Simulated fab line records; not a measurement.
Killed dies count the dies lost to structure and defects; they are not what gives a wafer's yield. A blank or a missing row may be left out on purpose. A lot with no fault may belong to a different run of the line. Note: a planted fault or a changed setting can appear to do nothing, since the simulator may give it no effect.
Chamber matching -- flow n5-finfet -- N5_FIN_CUT_STRIP_24 on rie-diel-02 has 4 sister chambers
The step strips in CF4. 22 wafers are shown with their chamber, then 11 later ones without.

WAFERS PAIRED WITH THEIR CHAMBERS
wafer,chamber,drypump-motor-current-A (A),showerhead-plenum-p-Torr (Torr),throttle-valve-pct (%)
L074.1,2,5.3,1.74,13.41
L074.3,1,6.6,1.69,13.77
L074.6,2,5.3,1.74,13.41
L075.2,0,6.1,1.86,13.41
L075.4,3,5.2,1.83,14.16
L075.6,3,5.2,1.83,14.14
L078.1,1,6.5,1.69,13.79
L078.3,2,5.3,1.74,13.41
L078.4,1,6.6,1.69,13.77
L082.3,2,5.3,1.73,13.46
L082.4,3,5.2,1.83,13.60
L082.6,2,5.3,1.73,13.44
L083.2,3,5.2,1.83,13.60
L083.4,0,6.1,1.85,13.45
L083.6,2,5.3,1.73,13.44
L085.2,0,6.2,1.85,13.48
L085.3,2,5.3,1.73,13.49
L085.4,1,6.5,1.90,13.24
L087.1,0,6.2,1.85,13.47
L087.2,1,6.5,1.90,13.22
L087.5,0,6.2,1.85,13.47
L089.2,3,5.2,1.82,13.63

SIGNATURES (means of the wafers above)
reading,chamber 0,chamber 1,chamber 2,chamber 3,scatter within a chamber
drypump-motor-current-A,6.160,6.540,5.300,5.200,0.0365
showerhead-plenum-p-Torr,1.8520,1.7740,1.7343,1.8280,0.0544
throttle-valve-pct,13.4560,13.5580,13.4371,13.8260,0.2
Rule: for each reading, subtract the chamber's mean from the wafer's reading, divide by that reading's scatter and square the result; add these up over the readings and take the root, which gives the wafer's distance from the chamber. The wafer belongs to the nearest chamber; if the next one is less than 2 further off, it can't be placed. The scatter: take each reading less its chamber's mean, square it, sum over the shown wafers, divide by the number of wafers less the number of chambers, and take the root.

WAFERS MISSING THEIR CHAMBER
wafer,drypump-motor-current-A (A),showerhead-plenum-p-Torr (Torr),throttle-valve-pct (%)
L089.3,5.3,1.73,13.48
L089.6,5.3,1.73,13.47
L090.3,6.6,1.89,13.25
L090.4,5.2,1.83,13.64
L090.5,5.3,1.73,13.48
L091.1,5.3,1.73,13.51
L091.2,6.5,1.89,13.23
L091.6,6.1,1.85,13.50
L097.2,6.6,1.89,13.26
L097.3,6.2,1.85,13.49
L097.6,6.2,1.85,13.52

WHICH CHAMBER EACH WENT THROUGH
wafer,from the rows above,in truth
L089.3,2,2
L089.6,2,2
L090.3,1,1
L090.4,3,3
L090.5,2,2
L091.1,2,2
L091.2,1,1
L091.6,0,0
L097.2,1,1
L097.3,0,0
L097.6,0,0
Correctly placed: 11 of 11. Number that these rows cannot place: 0. Placed wrongly: 0.
